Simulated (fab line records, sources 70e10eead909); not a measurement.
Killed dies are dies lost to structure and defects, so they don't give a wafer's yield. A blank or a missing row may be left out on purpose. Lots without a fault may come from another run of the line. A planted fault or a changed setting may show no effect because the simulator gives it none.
Chamber matching | flow nand_harc | NHARC_A_STAIRCASE_ETCH_313 on rie_diel-05: 4 sister chambers
The step etches the open film in CF4/CHF3. 4 wafers are shown with their chamber, then 8 later ones without.

WAFERS WITH THEIR CHAMBER
wafer  | chamber | showerhead_plenum_p_Torr (Torr)
L834.5 | 1       | 1.63
L836.1 | 2       | 1.55
L836.6 | 3       | 1.49
L844.4 | 0       | 1.58

WAFERS WITHOUT THEIR CHAMBER
wafer  | showerhead_plenum_p_Torr (Torr)
L844.5 | 1.49
L844.6 | 1.55
L849.2 | 1.58
L849.3 | 1.48
L849.6 | 1.48
L853.2 | 1.57
L853.3 | 1.55
L853.5 | 1.48

WHICH CHAMBER EACH WENT THROUGH
wafer  | from the rows above     | in truth
L844.5 | 3                       | 3
L844.6 | 2                       | 2
L849.2 | 0                       | 0
L849.3 | 3                       | 3
L849.6 | 3                       | 3
L853.2 | can't be placed: 0 or 2 | 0
L853.3 | 2                       | 2
L853.5 | 3                       | 3
Placed correctly: 7 of 8. Can't be placed from these rows: 1 (the true chamber is among the candidates in 1). Placed wrongly: 0.
How it was worked out, from the rows above alone: a wafer's distance from a chamber is the root of the sum, over the readings, of the square of ((its reading less the chamber's mean) divided by the reading's scatter). The wafer belongs to the nearest chamber; if the next one is less than 2 further off, it can't be placed. A chamber's mean is the mean of its shown wafers. The scatter: with one shown wafer a chamber, the root of the mean of the squares of how far each hidden wafer lies from its nearest shown one.
